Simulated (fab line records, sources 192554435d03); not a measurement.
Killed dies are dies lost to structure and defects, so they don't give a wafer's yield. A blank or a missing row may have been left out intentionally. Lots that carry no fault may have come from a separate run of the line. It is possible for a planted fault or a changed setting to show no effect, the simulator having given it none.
fab line records -- flow n5Finfet
[record] lots = 12, wafers = 29, lastDay = 19
route steps=1938 shown BEOL_M2@906 MIM_BOT_LITHO@1865 TV_OPEN@1887 PASSIVATION@1936
lots untouched by any fault: they come from a run of this same line in which no faults occurred
startH: start of the lot's first displayed wafer, in hours after the record's first day -- waitH: hours elapsed since this lot's preceding step -- " unchanged from the row above -- L1.1+2: a single row standing in for several wafers -- - either no value or no given start -- * or withheld: withheld -- < > ~ a bound
route shown NAME@n: a module of which the file shows steps, and the number in the route of the first -- usual: mean/standard deviation taken from wafers without a fault -- same: alike in all rows -- chamber/n: place in a boat -- sites: per-site readings -- _std_site: the values' standard deviation -- _edge_site: outer sites' mean less inner sites' -- radiusMm: for every site, how far away it sits from the centre of the wafer -- mask NAME#n: copy n -- behind: the tool/chamber that last shaped the wafer -- hold: what put the lot on hold/how long, in hours/how the hold closed -- device: transistor that didn't switch, given as n, p or np -- end of line: the same wafers' tests at the end of the route -- a step given without rows: its recipe and nothing more -- killed: the dies lost at the first sort to structure and to defects; this is not the yield of the wafer -- map: dies across one wafer; x = killed, . = not, _ = none there
set.NAME: the setting that was run; set.NAME@STEP: the one run at that earlier step -- model.NAME: the simulator's own value behind a step, which no gauge read
steps of the route over a sample of lots; a table a step, a row a wafer
services: when a tool's chamber went out of use (startH, in hours from the record's first day, below 0 if earlier), for how many hours, and the reason
[[steps]]
[step N5_BEOL_M2_SPUTTER_79]
[recipe] material = Cu, targetThkA = 45, tempC = -20, chamberPressurePa = 0.07, powerW = withheld, timeS = 8.29
[usual] throttleValvePct = 30.0/1.3
lot.wafer,tool,chamber,startH,waitH,throttleValvePct
L264.2,pvdSputter-03,-,146.70,0.1,29.2
L264.3,pvdSputter-03,-,146.70,0.1,28.7
L264.5,pvdSputter-03,-,146.70,0.1,28.0
L265.3,pvdSputter-02,-,147.03,0.1,31.5
L265.4,pvdSputter-02,-,147.03,0.1,30.0
L267.1,pvdSputter-02,-,183.07,0.1,30.3
L267.5,pvdSputter-02,-,183.07,0.1,28.7
L268.3,pvdSputter-02,-,207.96,0.1,31.1
L268.6,pvdSputter-02,-,207.96,0.1,31.5
L266.1,pvdSputter-03,-,211.54,0.1,29.0
L266.5,pvdSputter-03,-,211.54,0.1,29.0
L266.6,pvdSputter-03,-,211.54,0.1,27.9
L270.1,pvdSputter-01,-,211.89,0.1,30.3
L270.3,pvdSputter-01,-,211.89,0.1,32.9
L270.4,pvdSputter-01,-,211.89,0.1,28.3
L269.1,pvdSputter-02,-,214.32,0.1,30.0
L269.2,pvdSputter-02,-,214.32,0.1,29.1
L274.2,pvdSputter-01,-,223.95,0.1,30.6
L274.6,pvdSputter-01,-,223.95,0.1,30.7
L278.1,pvdSputter-02,-,228.44,0.1,30.3
L278.4,pvdSputter-02,-,228.44,0.1,31.1
L283.1,pvdSputter-02,-,276.73,0.1,29.9
L283.3,pvdSputter-02,-,276.73,0.1,31.4
L283.5,pvdSputter-02,-,276.73,0.1,30.2
L284.1,pvdSputter-02,-,278.77,0.1,28.7
L284.2,pvdSputter-02,-,278.77,0.1,31.2
L284.5,pvdSputter-02,-,278.77,0.1,30.0
L287.1,pvdSputter-01,-,297.88,0.1,32.5
L287.4,pvdSputter-01,-,297.88,0.1,28.6
[step N5_MIM_BOT_LITHO_DESCUM_10]
[recipe] chemistry = O2, timeS = 7.9, sourcePowerW = 50, biasPowerW = 20, pressureMtorr = 20, rfFrequencyHz = 2.712e+07, tempC = 40, o2FlowSccm = 225
[usual] drypumpMotorCurrentA = 5.6/0.44, o2FlowSccm = 225.0/0.67, oesProductAu = 0.81/0.083, rfFwdPowerW = 49.69/0.15, rfVppV = 243.4/1.4, showerheadPlenumPTorr = 2.11/0.068, throttleValvePct = 20.46/0.25
lot.wafer,tool,chamber,startH,waitH,drypumpMotorCurrentA,o2FlowSccm,oesProductAu,rfFwdPowerW,rfHoursCounterH,rfVppV,showerheadPlenumPTorr,throttleValvePct
L264.2,rieDiel-02,0,277.51,0.0,6.3,225.0,0.78,49.52,115,242.2,2.12,20.87
L264.3,rieDiel-02,3,277.51,0.0,5.7,225.3,0.86,49.61,42,242.0,2.07,20.40
L264.5,rieDiel-02,2,277.51,0.0,5.2,223.9,0.73,49.55,-,246.3,2.21,20.47
L265.3,rieDiel-04,2,279.94,0.0,6.2,225.3,0.91,49.59,33,245.9,2.23,20.30
L265.4,rieDiel-04,3,279.94,0.0,6.0,225.2,0.87,49.64,51,243.2,2.13,20.47
L268.3,rieDiel-02,1,324.12,0.0,5.5,224.3,0.92,49.65,34,242.1,2.06,20.54
L268.6,rieDiel-02,2,324.12,0.0,5.2,223.5,0.73,49.91,-,244.6,2.20,20.52
L267.1,rieDiel-03,1,326.40,0.0,5.8,224.0,0.94,49.58,16,243.9,2.04,20.01
L267.5,rieDiel-03,3,326.40,0.0,4.9,224.5,0.86,49.74,-,245.5,2.19,20.12
L266.1,rieDiel-04,2,337.73,0.1,6.2,224.5,0.87,49.70,55,246.5,2.22,20.34
L266.5,rieDiel-04,3,337.73,0.1,6.0,225.9,0.85,49.80,-,243.7,2.12,20.54
L266.6,rieDiel-04,0,337.73,0.1,5.8,224.9,1.00,49.81,-,243.5,2.15,20.09
L270.1,rieDiel-04,3,345.36,1.7,6.0,224.4,0.84,49.76,76,244.1,2.12,20.52
L270.3,rieDiel-04,1,345.36,1.7,5.7,225.1,0.73,49.52,238,243.1,2.04,20.45
L270.4,rieDiel-04,2,345.36,1.7,6.2,224.9,0.86,49.50,59,245.9,2.22,20.35
L269.1,rieDiel-03,0,354.52,0.0,5.0,224.8,0.77,49.72,100,244.1,2.10,20.42
L269.2,rieDiel-03,3,354.52,0.0,4.9,226.0,0.85,49.78,67,245.1,2.19,20.11
L274.2,rieDiel-04,1,367.11,0.1,5.7,223.9,0.71,49.68,246,242.5,2.03,20.47
L274.6,rieDiel-04,0,367.11,0.1,5.8,224.9,0.95,49.69,-,243.5,2.15,20.08
L278.1,rieDiel-03,1,382.47,0.1,5.8,225.6,0.90,49.58,32,242.0,2.04,20.03
L278.4,rieDiel-03,0,382.47,0.1,5.0,225.6,0.77,49.79,-,241.7,2.09,20.44
L283.1,rieDiel-03,2,408.39,0.1,5.2,225.3,0.95,49.69,5,245.9,2.24,20.37
L283.3,rieDiel-03,1,408.39,0.1,5.8,224.6,0.88,49.80,44,241.9,2.03,20.05
L283.5,rieDiel-03,1,408.39,0.1,5.8,224.5,0.88,49.94,-,242.6,2.03,20.03
L284.1,rieDiel-02,3,418.87,0.0,5.7,225.0,0.81,49.66,83,241.7,2.05,20.45
L284.2,rieDiel-02,2,418.87,0.0,5.2,224.9,0.70,50.04,211,244.2,2.19,20.57
L284.5,rieDiel-02,2,418.87,0.0,5.3,224.4,0.70,49.97,-,243.5,2.19,20.57
L287.1,rieDiel-02,0,451.35,0.0,6.3,225.0,0.72,49.89,185,243.5,2.10,20.98
L287.4,rieDiel-02,1,451.35,0.0,5.5,224.0,0.84,49.61,87,242.9,2.04,20.63
[step N5_PASSIVATION_PASS_ETCH_74]
[recipe] chemistry = CF4/O2, target = SiNx, targetDepthA = 2200, timeS = 110, ionEnergyEv = 100, pressureMtorr = 40, sourceW = 535, biasW = 49, Ar_flow_sccm = 100, cf4FlowSccm = 100, O2_flow_sccm = 10
[usual] biasW = 48.99/0.14, drypumpMotorCurrentA = 5.75/0.28, oesProductAu = 0.79/0.092, rfFwdPowerW = 532.5/1.6, rfVppV = 238/4.6, showerheadPlenumPTorr = 2.19/0.08, throttleValvePct = 15.97/0.25
lot.wafer,tool,chamber,startH,waitH,biasW,drypumpMotorCurrentA,oesProductAu,rfFwdPowerW,rfHoursCounterH,rfVppV,showerheadPlenumPTorr,throttleValvePct
L264.2,rieDiel-01,0,279.09,0.0,48.87,5.66,0.80,532.2,98,238,2.14,15.60
L264.3,rieDiel-01,2,279.09,0.0,48.82,5.64,0.69,531.2,236,236,2.25,16.21
L264.5,rieDiel-01,0,279.09,0.0,49.22,5.67,0.80,532.7,-,238,2.14,15.58
L265.3,rieDiel-01,1,285.63,0.0,49.13,6.13,0.81,532.7,93,246,2.22,15.97
L265.4,rieDiel-01,0,285.63,0.0,48.90,5.68,0.80,531.8,100,237,2.14,15.60
L268.3,rieDiel-05,0,325.98,0.0,48.78,5.75,0.69,529.5,226,235,2.17,16.18
L268.6,rieDiel-05,0,325.98,0.0,48.87,5.75,0.69,530.7,-,235,2.17,16.18
L267.1,rieDiel-01,3,328.67,0.0,48.96,5.84,0.88,530.3,47,233,2.25,15.74
L267.5,rieDiel-01,0,328.67,0.0,48.61,5.66,0.78,533.8,-,237,2.13,15.63
L266.1,rieDiel-06,0,339.40,0.0,49.15,5.87,0.70,532.1,189,244,2.29,16.14
L266.5,rieDiel-06,0,339.40,0.0,49.10,5.87,0.71,531.7,-,246,2.29,16.13
L266.6,rieDiel-06,2,339.40,0.0,49.23,5.98,0.71,533.9,-,232,2.11,16.09
L270.1,rieDiel-05,1,347.41,0.0,49.06,5.18,0.69,531.4,221,242,2.09,16.37
L270.3,rieDiel-05,3,347.41,0.0,48.98,5.76,0.81,528.9,135,239,2.13,15.74
L270.4,rieDiel-05,0,347.41,0.0,49.07,5.80,0.69,533.0,-,236,2.17,16.19
L269.1,rieDiel-01,0,356.39,0.0,48.99,5.62,0.78,536.2,125,237,2.13,15.64
L269.2,rieDiel-01,2,356.39,0.0,49.09,5.66,0.96,534.3,4,236,2.24,15.79
L274.2,rieDiel-06,3,369.49,0.0,48.95,5.43,0.77,533.7,103,244,2.32,16.17
L274.6,rieDiel-06,3,369.49,0.0,48.90,5.42,0.77,531.7,-,241,2.32,16.15
L278.1,rieDiel-01,0,385.23,0.0,49.25,5.63,0.77,528.3,131,238,2.13,15.66
L278.4,rieDiel-01,1,385.23,0.0,48.92,6.12,0.76,534.2,124,244,2.21,16.00
L283.1,rieDiel-01,2,411.05,0.0,48.86,5.66,0.91,533.7,23,236,2.23,15.82
L283.3,rieDiel-01,0,411.05,0.0,49.11,5.67,0.76,530.1,139,236,2.12,15.69
L283.5,rieDiel-01,0,411.05,0.0,49.15,5.64,0.76,533.8,-,237,2.12,15.67
L284.1,rieDiel-06,1,421.85,0.0,49.15,6.27,0.94,531.5,20,234,2.34,15.47
L284.2,rieDiel-06,3,421.85,0.0,48.80,5.43,0.76,534.2,120,244,2.32,16.19
L284.5,rieDiel-06,1,421.85,0.0,48.93,6.32,0.95,531.2,-,234,2.34,15.47
L287.1,rieDiel-01,1,454.47,0.0,48.99,6.11,0.75,529.6,146,245,2.20,16.05
L287.4,rieDiel-01,2,454.47,0.0,49.13,5.67,0.88,530.5,37,237,2.23,15.85
[step N5_PASSIVATION_ETCH_15]
[recipe] chemistry = CF4/N2, target = SiCN, targetDepthA = 750, taperDeg = 2, timeS = 81.2, ionEnergyEv = 150, maskMaterial = SiNx, pressureMtorr = 40, sourceW = 430, biasW = 70, Ar_flow_sccm = 100, cf4FlowSccm = 60, n2FlowSccm = 60
[usual] biasW = 70.00/0.19, drypumpMotorCurrentA = 5.75/0.28, oesProductAu = 0.79/0.091, rfFwdPowerW = 427.8/1.4, rfVppV = 382.1/2.1, showerheadPlenumPTorr = 2.20/0.081, throttleValvePct = 15.42/0.26
lot.wafer,tool,chamber,startH,waitH,biasW,drypumpMotorCurrentA,oesProductAu,rfFwdPowerW,rfHoursCounterH,rfVppV,showerheadPlenumPTorr,throttleValvePct
L264.2,rieDiel-01,0,-,-,69.83,5.67,0.80,426.3,98,382.0,2.14,15.06
L264.3,rieDiel-01,2,-,-,69.86,5.67,0.70,429.1,236,385.2,2.26,15.70
L264.5,rieDiel-01,0,-,-,69.92,5.68,0.80,426.7,-,380.9,2.14,15.06
L265.3,rieDiel-01,1,-,-,69.94,6.10,0.80,428.1,94,382.8,2.23,15.46
L265.4,rieDiel-01,0,-,-,69.87,5.66,0.80,426.3,100,380.1,2.14,15.06
L268.3,rieDiel-05,0,-,-,69.94,5.76,0.70,426.8,226,381.1,2.17,15.64
L268.6,rieDiel-05,0,-,-,70.27,5.76,0.69,428.1,-,383.7,2.17,15.63
L267.1,rieDiel-01,3,-,-,69.78,5.86,0.88,426.0,47,382.5,2.24,15.11
L267.5,rieDiel-01,0,-,-,70.13,5.68,0.78,428.0,-,380.7,2.13,15.08
L266.1,rieDiel-06,0,-,-,70.04,5.90,0.71,424.5,190,383.8,2.29,15.59
L266.5,rieDiel-06,0,-,-,69.97,5.89,0.72,426.3,-,384.7,2.29,15.57
L266.6,rieDiel-06,2,-,-,69.79,6.00,0.72,428.2,-,380.3,2.11,15.58
L270.1,rieDiel-05,1,-,-,70.05,5.19,0.69,427.6,221,379.3,2.09,15.80
L270.3,rieDiel-05,3,-,-,69.90,5.74,0.79,428.3,135,381.0,2.13,15.19
L270.4,rieDiel-05,0,-,-,70.01,5.82,0.68,427.6,-,382.4,2.17,15.65
L269.1,rieDiel-01,0,-,-,69.81,5.63,0.76,427.3,126,382.7,2.13,15.11
L269.2,rieDiel-01,2,-,-,70.12,5.66,0.96,428.1,4,382.2,2.25,15.26
L274.2,rieDiel-06,3,-,-,69.83,5.40,0.76,428.6,104,385.8,2.32,15.60
L274.6,rieDiel-06,3,-,-,69.83,5.43,0.77,429.2,-,383.9,2.32,15.61
L278.1,rieDiel-01,0,-,-,70.05,5.68,0.77,425.6,131,380.2,2.13,15.12
L278.4,rieDiel-01,1,-,-,69.88,6.11,0.77,428.3,124,384.5,2.22,15.51
L283.1,rieDiel-01,2,-,-,69.61,5.67,0.92,427.7,23,382.5,2.25,15.32
L283.3,rieDiel-01,0,-,-,69.41,5.67,0.76,425.8,139,380.3,2.12,15.13
L283.5,rieDiel-01,0,-,-,70.06,5.65,0.76,426.5,-,378.8,2.12,15.14
L284.1,rieDiel-06,1,-,-,70.05,6.28,0.95,428.6,20,387.0,2.35,14.92
L284.2,rieDiel-06,3,-,-,70.00,5.42,0.75,429.1,120,384.8,2.32,15.64
L284.5,rieDiel-06,2,-,-,70.05,6.00,0.70,423.5,-,379.2,2.10,15.63
L287.1,rieDiel-01,1,-,-,70.10,6.09,0.75,428.4,146,384.4,2.21,15.57
L287.4,rieDiel-01,2,-,-,70.35,5.66,0.88,426.8,37,384.0,2.24,15.34
[step N5_PASSIVATION_PROBE_49]
[usual] defectLimitedYield = 91.2/1.4, killed_at_M0_to_M3 = 34/9.3, killed_at_M4_up = 14/5.9, killedAtContacts = 14/5.7, killedAtFrontEnd = 38/10, killedAtOther = 4/3.2, killedDies = 104/17, killedOpen = 67/13, killedShort = 33/6.9, sort_bin_5_function = 5.2/1, sort_bin_6_memory = 3.3/0.61, sort_bin_8_speed = 0.3/1.8, sortNPass = 1069/52, sortYieldPct = 91/4.4
[same] grossDies = 1180, killedAtBackSide = 0, sort_bin_4_leakage[%] = 0
lot.wafer,tool,chamber,startH,waitH,defectLimitedYield[%],killed_at_M0_to_M3,killed_at_M4_up,killedAtContacts,killedAtFrontEnd,killedAtOther,killedDies,killedOpen,killedShort,sort_bin_5_function[%],sort_bin_6_memory[%],sort_bin_8_speed[%],sortNPass,sortYieldPct[%]
L283.1,prober-02,-,417.78,0.0,77.9,197,8,15,37,4,261,61,37,13.2,4.8,0,919,78
L283.3,prober-02,-,417.88,0.1,82.5,138,12,9,45,2,206,58,34,10.3,3.5,0,974,83
L283.5,prober-02,-,417.98,0.2,75.3,178,14,26,53,20,291,80,38,15.8,5.1,0,889,75
L284.1,prober-01,-,428.67,0.0,85.5,102,8,19,35,7,171,58,27,7.9,3.6,0,1009,86
L284.2,prober-01,-,428.72,0.1,82.7,149,12,14,25,4,204,61,32,9.4,4.5,0,976,83
L284.5,prober-01,-,428.87,0.2,79.5,189,10,11,29,3,242,55,27,12.1,3.6,0,938,79
// killed by level:class
L283.1 BEOL_M2:unspecified=159 MOL_CONTACT_COAG:geometricParticle:open=11 DUMMY_GATE:geometricParticle:open=9 BEOL_M0_SAQP:geometricParticle:short=9 FIN_SAQP:geometricParticle:open=7 BEOL_M1:geometricParticle:open=7 BEOL_M0_SAQP:geometricParticle:open=5 GATE_CUT:geometricParticle:short=5
L283.3 BEOL_M2:unspecified=109 FIN_SAQP:geometricParticle:open=15 FIN_SAQP:geometricParticle:short=11 BEOL_M0_SAQP:geometricParticle:open=9 MOL_CONTACT_COAG:geometricParticle:open=7 BEOL_M2:geometricParticle:open=7 BEOL_M0_SAQP:geometricParticle:short=6 BEOL_M4:geometricParticle:open=5
L283.5 BEOL_M2:unspecified=149 MOL_CONTACT_COAG:geometricParticle:open=21 FIN_SAQP:geometricParticle:open=20 PASSIVATION:areaEtch=18 FIN_SAQP:geometricParticle:short=11 BEOL_M0_SAQP:geometricParticle:short=11 ILD0:geometricParticle:open=6 BEOL_M0_SAQP:geometricParticle:open=6
L284.1 BEOL_M2:unspecified=76 MOL_CONTACT_COAG:geometricParticle:open=14 BEOL_M2:geometricParticle:open=9 FIN_SAQP:geometricParticle:open=6 GATE_CUT:geometricParticle:short=6 FIN_CUT:geometricParticle:short=5 BEOL_M3:geometricParticle:open=5 PASSIVATION:areaEtch=5
L284.2 BEOL_M2:unspecified=106 BEOL_M2:geometricParticle:open=15 MOL_CONTACT_COAG:geometricParticle:open=11 BEOL_M3:geometricParticle:open=9 BEOL_M1:geometricParticle:open=7 FIN_SAQP:geometricParticle:short=5 BEOL_M0_SAQP:geometricParticle:short=5 STI_FIN_REVEAL:geometricParticle:open=5
L284.5 BEOL_M2:unspecified=155 FIN_SAQP:geometricParticle:open=8 BEOL_M0_SAQP:geometricParticle:open=8 MOL_CONTACT_COAG:geometricParticle:open=7 BEOL_M0_SAQP:geometricParticle:short=5 BEOL_M3:geometricParticle:open=5 STARTING-WAFER:geometricParticle:short=5 STI_FIN_REVEAL:geometricParticle:open=4
[[services]]
tool,chamber,startH,hours,kind
rieDiel-06,-,132.24,0.2,repair
rieDiel-01,2,137.63,13.2,repair
rieDiel-06,-,142.13,0.4,repair
rieDiel-01,3,145.39,3.7,repair
rieDiel-04,0,148.13,4.3,repair
rieDiel-05,3,162.96,6.1,repair
rieDiel-05,2,176.92,13.9,repair
rieDiel-06,0,177.68,4.9,repair
rieDiel-06,-,185.73,0.7,repair
rieDiel-01,3,191.61,6.5,repair
rieDiel-01,1,226.27,14.9,repair
rieDiel-01,3,231.16,2.1,repair
rieDiel-01,1,243.55,4.0,repair
rieDiel-04,2,244.17,16.4,repair
rieDiel-05,2,283.64,2.9,repair
rieDiel-02,1,286.15,11.8,repair
rieDiel-05,2,290.80,7.5,repair
rieDiel-02,3,333.88,28.2,repair
rieDiel-05,2,344.91,8.1,repair
rieDiel-01,1,352.91,9.1,repair
rieDiel-01,0,360.33,9.2,repair
rieDiel-04,2,395.37,6.0,repair
rieDiel-02,-,402.40,1.1,repair
rieDiel-02,2,438.88,4.3,repair
[[key]]
[firstSign] step = N5_PASSIVATION_PROBE_49, reading = killed_at_M0_to_M3, direction = up, sigmas = 13, usual = 34, struck = 159
[effect] step = N5_PASSIVATION_PROBE_49, reading = killedDies, direction = up, sigmas = 7.4, usual = 104, struck = 229
[moreKillsBornAt] N5_BEOL_M2_SPUTTER_79@pvdSputter-02 = 754
metAt N5_BEOL_M2_SPUTTER_79
struckLots L283,L284
[baselineLoss] step = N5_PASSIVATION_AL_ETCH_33, wafers = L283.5
notActingAt N5_MIM_BOT_LITHO_DESCUM_10,N5_PASSIVATION_PASS_ETCH_74,N5_PASSIVATION_ETCH_15
onsetBetween 228.44 276.73
[fault] kind = chamberParticleSource, tool = pvdSputter-02, chamber = -, onsetH = 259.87, steps = N5_BEOL_M2_SPUTTER_79, ratePerVisitCm2 = 1.746, endH = 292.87
// baselineLoss: these wafers lose ten dies or more at that step, a loss of the line's own and not of a fault; the sort's usual values leave them out
